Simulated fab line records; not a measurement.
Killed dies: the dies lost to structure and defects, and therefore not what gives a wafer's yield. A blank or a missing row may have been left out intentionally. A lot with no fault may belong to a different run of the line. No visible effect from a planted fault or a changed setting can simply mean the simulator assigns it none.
2 desks looking at one fault ; flow nand-harc ; every desk sees just its own numbers, and what lay behind them comes last

AT THE TOOL OWNER'S DESK: rie-diel-12
The tool's own readings at NHARC_A_CONTACT_ETCH_31 (etches the open film in O2/COS, target depth 2000 nm, time 520 s): means of the sampled wafers that have a number, for each lot that ran on this tool. The brackets show how far a lot's mean lies from the usual mean; more than 4 standard deviations puts the lot out of limits, marked OUT. 7 of its 8 readings are shown: the first one out of limits and those lying furthest out on some lot.
Columns: A = chamber-pressure-mTorr at NHARC_A_CONTACT_ETCH_31, usual 20.002 mTorr; B = drypump-motor-current-A at NHARC_A_CONTACT_ETCH_31, usual 5.8 A; C = o2-flow-sccm at NHARC_A_CONTACT_ETCH_31, usual 400.1 sccm; D = oes-product-au at NHARC_A_CONTACT_ETCH_31, usual 1.001 a.u.; E = run-length-s at NHARC_A_CONTACT_ETCH_31, usual 541.2 s; F = showerhead-plenum-p-Torr at NHARC_A_CONTACT_ETCH_31, usual 3.17 Torr; G = throttle-valve-pct at NHARC_A_CONTACT_ETCH_31, usual 28.329 %
lot;first seen here;A;B;C;D;E;F;G
L114;day 18 05:02;19.994;6.0;401.4;1.002;540.9;3.24;28.335
L115;day 18 20:26;20.025;6.3;399.8;1.006;541.3;3.28;28.329
L117;day 19 10:09;20.002;5.6;399.8;0.991;541.2;3.19;28.326
L127;day 20 15:14;19.992;6.3;399.9;0.999;390.6 (-99 or more) OUT;3.28;28.332
L126;day 21 13:40;20.000;5.6;400.3;1.003;390.8 (-99 or more) OUT;3.18;28.319
This desk's verdict: out of limits on L126, L127, starting with L127 at day 20 15:14 (run-length-s at NHARC_A_CONTACT_ETCH_31). In limits: L114, L115, L117.

THE METROLOGY DESK
Lot by lot, what the gauges showed, no matter which tool ran the lot: averages of those sampled wafers that carry a number. The brackets show how far a lot's mean lies from the usual mean; more than 4 standard deviations puts the lot out of limits, marked OUT.
Columns: A = cd-nm at NHARC_A_CONTACT_CD_MEAS_08, usual 100.1 nm; B = overlay-x-nm at NHARC_A_CONTACT_OVL_MEAS_09, usual 0.1 nm; C = overlay-y-nm at NHARC_A_CONTACT_OVL_MEAS_09, usual 0.2 nm
lot;first seen here;A;B;C
L114;day 18 03:46;99.6;0.3;1.7
L113;day 18 12:43;99.4;0.6;0.5
L115;day 18 19:37;99.3;-0.5;-0.5
L118;day 19 02:56;99.3;-0.4;0.2
L117;day 19 09:18;100.1;0.1;1.2
L127;day 20 14:22;100.8;0.8;0.8
L126;day 21 12:51;99.9;1.8;-0.4
L128;day 21 17:38;99.6;1.4;1.9
L134;day 21 23:06;100.8;-0.1;-0.4
L132;day 21 23:35;100.1;-0.7;-0.1
L133;day 22 04:07;99.7;2.0;0.1
L135;day 23 00:33;99.5;-0.3;-0.9
This desk's verdict: no lot among the 12 shows anything out of limits.

ALL TOGETHER
An alarm could have come from the tool owner's desk at day 20 15:14, on L126, L127.
Nothing out of limits was seen by the metrology desk.
The metrology desk has L126, L127 on record, within its limits.
On rie-diel-12, each named lot ran NHARC_A_CONTACT_ETCH_31.

WHAT HAD BEEN PUT IN BY THE SIMULATOR
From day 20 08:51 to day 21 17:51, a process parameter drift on rie-diel-12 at NHARC_A_CONTACT_ETCH_31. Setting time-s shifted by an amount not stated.
Struck lots among those shown: L126, L127.
How many hours passed from the start of the fault until each desk's first out-of-limits reading: the tool owner's desk, 6.
